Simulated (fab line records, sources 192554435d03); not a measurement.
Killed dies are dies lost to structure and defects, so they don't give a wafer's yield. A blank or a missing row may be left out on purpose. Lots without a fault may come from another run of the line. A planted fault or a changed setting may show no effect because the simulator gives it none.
Which tool did it? | flow n5_finfet | 11 lots, 32 wafers sampled, at 5 steps of a route of 1938

WHAT THE GAUGES READ, wafer by wafer
N5_BEOL_M4_RC_MEAS_101. Usual: DIBL_N 36.3 mV/V, standard deviation 1.6; DIBL_P 36.2 mV/V, standard deviation 2; IOFF_N 0.160 nA/um, standard deviation 0.028; IOFF_P 0.21 nA/um, standard deviation 0.036; ION_N 677 uA/um, standard deviation 11; ION_P 465 uA/um, standard deviation 6.9; SS_N 71.5 mV/dec, standard deviation 0.55; SS_P 73.3 mV/dec, standard deviation 0.64; VT_N 250 mV, standard deviation 3; VT_P -250 mV, standard deviation 3.5.
lot  | measured     | on        | DIBL_N (mV/V)  | DIBL_P (mV/V)  | IOFF_N (nA/um)    | IOFF_P (nA/um) | ION_N (uA/um) | ION_P (uA/um) | SS_N (mV/dec)  | SS_P (mV/dec)  | VT_N (mV)   | VT_P (mV)      | flag
L874 | day 8 00:02  | prober-02 | 35.3 36.1 36.5 | 35.1 35.6 36.0 | 0.145 0.159 0.167 | 0.20 0.21 0.22 | 682 679 675   | 464 471 462   | 70.8 70.7 70.7 | 72.4 72.5 72.9 | 250 248 249 | -248 -247 -251 |
L876 | day 9 01:31  | prober-01 | 37.0 38.2 39.1 | 35.5 37.4 37.2 | 0.146 0.175 0.185 | 0.23 0.26 0.27 | 678 678 683   | 464 474 467   | 71.7 71.3 72.3 | 72.9 73.4 73.3 | 249 247 247 | -247 -245 -243 |
L877 | day 9 08:10  | prober-01 | 33.3 34.5 34.5 | 33.7 34.8 33.9 | 0.114 0.136 0.139 | 0.15 0.17 0.16 | 660 679 669   | 456 470 457   | 70.6 70.5 71.2 | 72.6 72.8 73.1 | 256 255 252 | -255 -252 -254 |
L879 | day 9 12:29  | prober-01 | 37.1 37.2 36.6 | 36.7 35.5 35.7 | 0.159 0.166 0.150 | 0.21 0.20 0.19 | 679 671 683   | 467 459 461   | 72.0 72.2 71.2 | 73.0 72.8 72.2 | 250 247 249 | -252 -250 -250 |
L886 | day 11 02:11 | prober-01 | 37.0 36.2 37.1 | 36.9 37.5 37.5 | 0.165 0.169 0.171 | 0.19 0.20 0.20 | 680 685 691   | 460 469 471   | 72.2 71.6 72.1 | 73.3 73.2 74.1 | 249 251 249 | -254 -252 -256 |
L887 | day 11 05:39 | prober-01 | 37.1 36.4 37.3 | 37.1 36.7 37.1 | 0.172 0.171 0.188 | 0.22 0.21 0.21 | 685 678 676   | 467 462 463   | 71.9 72.1 71.7 | 73.7 73.8 73.6 | 251 249 249 | -254 -251 -252 |
L890 | day 12 12:45 | prober-02 | 34.3 33.1 35.6 | 35.0 34.0 37.1 | 0.128 0.112 0.155 | 0.18 0.17 0.21 | 662 660 689   | 465 458 472   | 71.2 71.3 71.4 | 72.5 72.6 73.0 | 253 255 249 | -251 -252 -252 |
L889 | day 12 13:32 | prober-01 | 35.6 36.2 33.8 | 35.3 35.9 34.1 | 0.145 0.151 0.119 | 0.19 0.20 0.16 | 679 674 669   | 464 459 461   | 71.6 71.7 70.7 | 72.9 73.0 71.9 | 250 250 253 | -253 -252 -253 |
L892 | day 12 16:40 | prober-02 | 35.7 38.5 37.5 | 34.2 38.1 35.7 | 0.147 0.206 0.178 | 0.22 0.27 0.23 | 666 692 697   | 458 471 476   | 71.0 72.0 71.6 | 72.6 74.1 73.1 | 250 245 249 | -248 -246 -250 |
L893 | day 13 12:14 | prober-01 | 33.4 32.2      | 31.5 30.3      | 0.118 0.107       | 0.16 0.15      | 669 668       | 455 461       | 71.0 69.9      | 72.4 72.7      | 252 255     | -255 -254      |
L896 | day 13 21:29 | prober-02 | 36.5 35.6 36.0 | 36.4 35.2 35.8 | 0.155 0.144 0.139 | 0.19 0.16 0.17 | 671 678 670   | 453 456 452   | 72.0 71.4 71.6 | 73.5 73.4 73.5 | 250 251 249 | -254 -257 -253 |

WHICH TOOL RAN EACH LOT (tool, then ch and the chambers of the sampled wafers, then the start)
lot  | N5_BEOL_M3_SPUTTER_81        | N5_BEOL_M3_SPUTTER_92        | N5_BEOL_M3_ANNEAL_93         | N5_BEOL_M4_COAT_73
L874 | pvd_sputter-02, day 7 11:07  | pvd_sputter-02, day 7 11:59  | pvd_sputter-02, day 7 12:04  | litho_track-05 ch 0, day 7 14:37
L876 | pvd_sputter-02, day 8 00:49  | pvd_sputter-02, day 8 01:41  | pvd_sputter-02, day 8 01:46  | litho_track-05 ch 0, day 8 05:58
L877 | pvd_sputter-01, day 8 21:07  | pvd_sputter-01, day 8 22:00  | pvd_sputter-01, day 8 22:05  | litho_track-05 ch 0, day 9 00:36
L879 | pvd_sputter-02, day 9 01:47  | pvd_sputter-02, day 9 02:40  | pvd_sputter-02, day 9 02:45  | litho_track-05 ch 0, day 9 04:36
L886 | pvd_sputter-01, day 10 14:45 | pvd_sputter-01, day 10 15:38 | pvd_sputter-01, day 10 15:43 | litho_track-01 ch 0, day 10 18:43
L887 | pvd_sputter-02, day 10 16:59 | pvd_sputter-02, day 10 17:52 | pvd_sputter-02, day 10 17:57 | litho_track-02 ch 0, day 10 21:46
L890 | pvd_sputter-01, day 11 20:29 | pvd_sputter-01, day 11 21:22 | pvd_sputter-01, day 11 21:26 | litho_track-02 ch 0, day 12 01:02
L889 | pvd_sputter-02, day 11 22:52 | pvd_sputter-02, day 11 23:45 | pvd_sputter-02, day 11 23:50 | litho_track-01 ch 0, day 12 01:46
L892 | pvd_sputter-02, day 12 04:07 | pvd_sputter-02, day 12 05:00 | pvd_sputter-02, day 12 05:05 | litho_track-05 ch 0, day 12 07:49
L893 | pvd_sputter-03, day 12 17:21 | pvd_sputter-03, day 12 18:14 | pvd_sputter-03, day 12 18:19 | litho_track-05 ch 0, day 13 00:19
L896 | pvd_sputter-01, day 13 09:50 | pvd_sputter-01, day 13 10:43 | pvd_sputter-01, day 13 10:47 | litho_track-05 ch 0, day 13 13:11
- N5_BEOL_M3_SPUTTER_81: material Cu, target thk 4.5 nm, time 8.29 s.
- N5_BEOL_M3_SPUTTER_92: material Cu, target thk 4.5 nm, time 8.29 s.
- N5_BEOL_M3_ANNEAL_93: time 240 s.
- N5_BEOL_M4_COAT_73: time 60 s, resist thk 5 nm.

WHAT THE TOOLS THEMSELVES READ (means of the sampled wafers that have a number; where no wafer has one, the mark that the record gives instead)
N5_BEOL_M3_SPUTTER_81. Usual: substrate_temp_c -19.99 C, standard deviation 0.1; throttle_valve_pct 30.2 %, standard deviation 0.94.
lot  | tool           | substrate_temp_c (C) | throttle_valve_pct (%) | flag
L874 | pvd_sputter-02 | -19.99               | 29.3                   |
L876 | pvd_sputter-02 | -19.89               | 30.0                   |
L877 | pvd_sputter-01 | -20.02               | 31.3                   |
L879 | pvd_sputter-02 | -19.94               | 29.6                   |
L886 | pvd_sputter-01 | -20.02               | 31.4                   |
L887 | pvd_sputter-02 | -20.01               | 30.0                   |
L890 | pvd_sputter-01 | -20.07               | 30.3                   |
L889 | pvd_sputter-02 | -19.95               | 29.2                   |
L892 | pvd_sputter-02 | -20.06               | 29.5                   |
L893 | pvd_sputter-03 | -19.89               | 31.0                   |
L896 | pvd_sputter-01 | -19.90               | 30.4                   |

N5_BEOL_M3_SPUTTER_92. Usual: substrate_temp_c -20.00 C, standard deviation 0.11; throttle_valve_pct 30.2 %, standard deviation 0.93.
lot  | tool           | substrate_temp_c (C) | throttle_valve_pct (%) | flag
L874 | pvd_sputter-02 | -19.96               | 29.4                   |
L876 | pvd_sputter-02 | -20.19               | 29.9                   |
L877 | pvd_sputter-01 | -20.04               | 31.4                   |
L879 | pvd_sputter-02 | -20.07               | 29.7                   |
L886 | pvd_sputter-01 | -19.99               | 31.1                   |
L887 | pvd_sputter-02 | -20.01               | 29.8                   |
L890 | pvd_sputter-01 | -20.02               | 30.3                   |
L889 | pvd_sputter-02 | -19.92               | 29.3                   |
L892 | pvd_sputter-02 | -19.96               | 29.6                   |
L893 | pvd_sputter-03 | -19.94               | 31.0                   |
L896 | pvd_sputter-01 | -20.12               | 30.3                   |

N5_BEOL_M3_ANNEAL_93. Usual: heater_power_w 813 W, standard deviation 89.
lot  | tool           | heater_power_w (W) | flag
L874 | pvd_sputter-02 | 747                |
L876 | pvd_sputter-02 | 750                |
L877 | pvd_sputter-01 | 847                |
L879 | pvd_sputter-02 | 782                |
L886 | pvd_sputter-01 | 762                |
L887 | pvd_sputter-02 | 806                |
L890 | pvd_sputter-01 | 813                |
L889 | pvd_sputter-02 | 753                |
L892 | pvd_sputter-02 | 721                |
L893 | pvd_sputter-03 | 901                |
L896 | pvd_sputter-01 | 816                |

N5_BEOL_M4_COAT_73. Usual: heater_power_total_W 391.9 W, standard deviation 1.3; plate_temp_C 205.00 C, standard deviation 0.15.
lot  | tool           | heater_power_total_W (W) | plate_temp_C (C) | flag
L874 | litho_track-05 | 392.2                    | 204.97           |
L876 | litho_track-05 | 391.0                    | 204.97           |
L877 | litho_track-05 | 386.6                    | 202.68           | OFF
L879 | litho_track-05 | 385.8                    | 202.79           | OFF
L886 | litho_track-01 | 391.8                    | 205.11           |
L887 | litho_track-02 | 392.4                    | 204.98           |
L890 | litho_track-02 | 392.7                    | 205.07           |
L889 | litho_track-01 | 392.6                    | 205.01           |
L892 | litho_track-05 | 391.0                    | 205.00           |
L893 | litho_track-05 | 392.2                    | 205.13           |
L896 | litho_track-05 | 393.0                    | 205.23           |

THE ANSWER, worked out from the rows above alone
Rule: a lot is off if the mean of its wafers that have a number lies more than 3 standard deviations from the usual mean. A lot without any number at a reading at which 4 lots or more have one is off too. The other lots that the step has rows for count as sound. The gauges are gone through in route order, then the tools' own readings, and for those a lot's mean is taken as printed above. The first step at which some lot is off is used, and at that step the reading that is off furthest; a lot without a number counts as furthest.
Off: L877, L879, at N5_BEOL_M4_COAT_73 (plate_temp_C).
A tool fits if, at that step or a process step before it, it ran every lot that is off, and no sound lot after the first of them. None of those tried fits.

WHAT THE SIMULATOR HAD PUT IN
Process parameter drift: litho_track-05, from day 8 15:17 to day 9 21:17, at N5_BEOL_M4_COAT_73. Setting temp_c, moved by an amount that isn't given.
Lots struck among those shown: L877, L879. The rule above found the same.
